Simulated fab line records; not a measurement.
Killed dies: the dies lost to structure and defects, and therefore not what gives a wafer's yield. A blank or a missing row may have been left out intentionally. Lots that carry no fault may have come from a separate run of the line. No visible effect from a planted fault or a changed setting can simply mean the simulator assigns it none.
Lot-split experiment | flow n5-finfet | 39 wafers read from 7 lots, route of 1938 steps

THE SPLIT ITSELF
At N5_BEOL_M2_TRENCH_ETCH_37 (etches SiOC in C4F6/O2, target depth 55.555 nm, time 29.2 s), the setting target-depth-a was moved away from the recipe's 555.55 angstrom on 15 of the 39 wafers read, by -58.0% to +31.7%. All remaining wafers had this setting at the recipe value.

FROM THE SPLIT TO THE READING: what the file shows between them, 8 steps
- N5_BEOL_M2_ETCH_41: etches SiCN in CH3F/O2, target depth 29.9 nm, time 52.5 s
- N5_BEOL_M2_STRIP_97: strips in N2/H2, time 10 s
- N5_BEOL_M2_OCD_MEAS_38
- N5_BEOL_M2_HM_STRIP_39: strips TiN in peroxide tin strip, target depth 25 nm, time 158 s
- N5_BEOL_M2_SRD_40: time 30 s
- N5_BEOL_M2_ECD_50: material Cu, target thk 300 nm
- N5_BEOL_M2_ANNEAL_51: time 90 s
- N5_BEOL_M2_CMP_52: polishes, stops on SiOC, t overpolish 6.8 s, target thk 40 nm

THE READING
M2_THK, in nm, at N5_BEOL_M2_THK_MEAS_53 (measures by xrf). A value of 39.6 nm with a standard deviation of 1.7 nm is what fault-free wafers of this fab line usually give.

wafer  | tool, chamber at the split | target-depth-a as run, angstrom | against the recipe | M2_THK, nm | against lot-mates on the recipe
L074.1 | rie-diel-04, 3             | 303.1                           | -45.4%             | 14.6       | -24.6
L074.2 | rie-diel-04, 1             | 555.55                          | recipe             | 38.0       | -
L074.3 | rie-diel-04, 2             | 303.1                           | -45.4%             | 14.3       | -24.9
L074.4 | rie-diel-04, 0             | 555.55                          | recipe             | 40.1       | -
L074.5 | rie-diel-04, 1             | 303.1                           | -45.4%             | 12.7       | -26.5
L074.6 | rie-diel-04, 0             | 555.55                          | recipe             | 39.6       | -
L078.1 | rie-diel-04, 0             | 555.55                          | recipe             | 39.6       | -
L078.2 | rie-diel-04, 2             | 555.55                          | recipe             | 40.6       | -
L078.3 | rie-diel-04, 3             | 555.55                          | recipe             | 41.5       | -
L078.4 | rie-diel-04, 2             | 555.55                          | recipe             | 42.6       | -
L078.5 | rie-diel-04, 0             | 555.55                          | recipe             | 38.2       | -
L078.6 | rie-diel-04, 3             | 555.55                          | recipe             | 41.7       | -
L081.1 | rie-diel-04, 3             | 555.55                          | recipe             | 38.4       | -
L081.2 | rie-diel-04, 0             | 731.8                           | +31.7%             | 57.2       | +17.3
L081.3 | rie-diel-04, 2             | 731.8                           | +31.7%             | 58.1       | +18.2
L081.4 | rie-diel-04, 3             | 555.55                          | recipe             | 40.7       | -
L081.5 | rie-diel-04, 2             | 555.55                          | recipe             | 40.5       | -
L081.6 | rie-diel-04, 0             | 731.8                           | +31.7%             | 53.0       | +13.1
L080.1 | rie-diel-04, 3             | 233.1                           | -58.0%             | 5.6        | -33.6
L080.2 | rie-diel-04, 2             | 233.1                           | -58.0%             | 8.5        | -30.7
L080.3 | rie-diel-04, 0             | 555.55                          | recipe             | 37.1       | -
L080.4 | rie-diel-04, 2             | 233.1                           | -58.0%             | 4.6        | -34.6
L080.5 | rie-diel-04, 0             | 555.55                          | recipe             | 38.4       | -
L080.6 | rie-diel-04, 3             | 555.55                          | recipe             | 42.0       | -
L082.3 | rie-diel-04, 0             | 555.55                          | recipe             | 38.1       | -
L082.4 | rie-diel-04, 3             | 555.55                          | recipe             | 38.7       | -
L082.5 | rie-diel-04, 2             | 555.55                          | recipe             | 38.2       | -
L083.1 | rie-diel-06, 0             | 288.2                           | -48.1%             | 14.8       | -24.5
L083.2 | rie-diel-06, 1             | 555.55                          | recipe             | 40.4       | -
L083.3 | rie-diel-06, 3             | 555.55                          | recipe             | 38.8       | -
L083.4 | rie-diel-06, 3             | 288.2                           | -48.1%             | 13.3       | -26.0
L083.5 | rie-diel-06, 0             | 288.2                           | -48.1%             | 13.9       | -25.4
L083.6 | rie-diel-06, 1             | 555.55                          | recipe             | 38.6       | -
L097.1 | rie-diel-04, 0             | 555.55                          | recipe             | 38.9       | -
L097.2 | rie-diel-04, 3             | 704.4                           | +26.8%             | 56.0       | +15.7
L097.3 | rie-diel-04, 2             | 704.4                           | +26.8%             | 56.7       | +16.4
L097.4 | rie-diel-04, 1             | 555.55                          | recipe             | 40.0       | -
L097.5 | rie-diel-04, 3             | 704.4                           | +26.8%             | 56.5       | +16.2
L097.6 | rie-diel-04, 2             | 555.55                          | recipe             | 42.1       | -

FIT RESULTS
A straight line over all 39 wafers: M2_THK changes by +0.562 nm for each +1% of target-depth-a; r = +0.99; the points scatter about the line by 1.7 nm.
The same after taking each lot's own level away (the mean of its wafers on the recipe; 39 wafers): +0.552 nm for each +1%; r = +0.99; scatter 1.5 nm.
That fit puts the effect of the largest move of target-depth-a on the reading at 32 nm.
Measured against the standard deviation above, the lots' own levels, which go from 38.33 to 40.70 nm, span 1.4 times it.
Consequently the slope shifts little with the lot-to-lot level, the two slopes agreeing.
Check: -31.8 nm against its lot-mates is what the line predicts for one of the wafers moved furthest among these (-58.0%) when that wafer is left out of the fit. It came out at -33.6 nm against them.

THE WHOLE CHAIN: every reading that the file lists as answering this split, in the file's order
step                      | what it does                                                  | reading                                                                          | change (the file's fit)                | r (the file's)
N5_BEOL_M2_TRENCH_ETCH_37 | etches SiOC in C4F6/O2, target depth 55.555 nm, time 29.2 s   | etch.depth-nm (the simulator's own value, which no gauge read)                   | +0.541 nm for each +1% of the setting  | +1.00
N5_BEOL_M2_TRENCH_ETCH_37 | etches SiOC in C4F6/O2, target depth 55.555 nm, time 29.2 s   | BEOL_M2.feature-depth-nm (the simulator's own value, which no gauge read)        | +0.541 nm for each +1% of the setting  | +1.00
N5_BEOL_M2_TRENCH_ETCH_37 | etches SiOC in C4F6/O2, target depth 55.555 nm, time 29.2 s   | TiN_of_BEOL_M2_HM_DEP_02.thk-nm (the simulator's own value, which no gauge read) | -0.0255 nm for each +1% of the setting | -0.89
N5_BEOL_M2_OCD_MEAS_38    |                                                               | trench-depth-nm                                                                  | +0.543 nm for each +1% of the setting  | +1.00
N5_BEOL_M2_CMP_52         | polishes, stops on SiOC, t overpolish 6.8 s, target thk 40 nm | Cu_of_BEOL_M2_ECD_50.thk-nm (the simulator's own value, which no gauge read)     | +0.547 nm for each +1% of the setting  | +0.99
N5_BEOL_M2_THK_MEAS_53    | measures by xrf                                               | M2_THK                                                                           | +0.552 for each +1% of the setting     | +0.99

THE FILE'S OWN FIT
M2_THK changes by +0.552 nm for each +1% of target-depth-a, r = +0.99.
